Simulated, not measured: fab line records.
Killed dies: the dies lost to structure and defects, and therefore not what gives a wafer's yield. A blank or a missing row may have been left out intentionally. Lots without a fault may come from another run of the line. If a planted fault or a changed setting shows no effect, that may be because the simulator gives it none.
Matching of chambers + flow n5_finfet + ald_sin-01 running N5_SPACER0_ALD_07: 4 sister chambers
The step deposits SiNx, target thk 2 nm. 8 wafers are shown with their chamber, then 11 later ones without.

## WAFERS WITH THEIR CHAMBER
| wafer  | chamber | heater_power_w (W) |
|--------|---------|--------------------|
| L086.2 | 1       | 850                |
| L089.3 | 1       | 858                |
| L090.2 | 2       | 1062               |
| L090.3 | 3       | 883                |
| L091.1 | 0       | 743                |
| L091.3 | 2       | 1060               |
| L091.4 | 3       | 906                |
| L092.2 | 0       | 730                |

## WAFERS WITH NO CHAMBER GIVEN
| wafer  | heater_power_w (W) |
|--------|--------------------|
| L092.5 | 847                |
| L092.6 | 1050               |
| L093.1 | 738                |
| L093.2 | 890                |
| L093.3 | 1058               |
| L096.1 | 878                |
| L096.2 | 871                |
| L096.4 | 1079               |
| L097.4 | 860                |
| L097.5 | 892                |
| L097.6 | 1064               |

## WHICH CHAMBER EACH ONE RAN IN
| wafer  | from the rows above     | in truth |
|--------|-------------------------|----------|
| L092.5 | 1                       | 1        |
| L092.6 | 2                       | 2        |
| L093.1 | 0                       | 0        |
| L093.2 | 3                       | 3        |
| L093.3 | 2                       | 2        |
| L096.1 | can't be placed: 3 or 1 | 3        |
| L096.2 | can't be placed: 1 or 3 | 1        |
| L096.4 | 2                       | 2        |
| L097.4 | 1                       | 1        |
| L097.5 | 3                       | 3        |
| L097.6 | 2                       | 2        |
Correct placement for 9 of the 11. Can't be placed from these rows: 2 (the true chamber is among the candidates in 2). Wrongly placed: 0.
How it was worked out, from the rows above alone: a wafer's distance from a chamber is the root of the sum, over the readings, of the square of ((its reading less the chamber's mean) divided by the reading's scatter). The wafer belongs to the nearest chamber; if the next one is less than 2 further off, it can't be placed. Each chamber's mean is taken over the wafers shown for it. How the scatter is found: for the shown wafers, subtract from each reading the mean of its chamber, square and add these, divide the total by (wafers less chambers), then take the root.
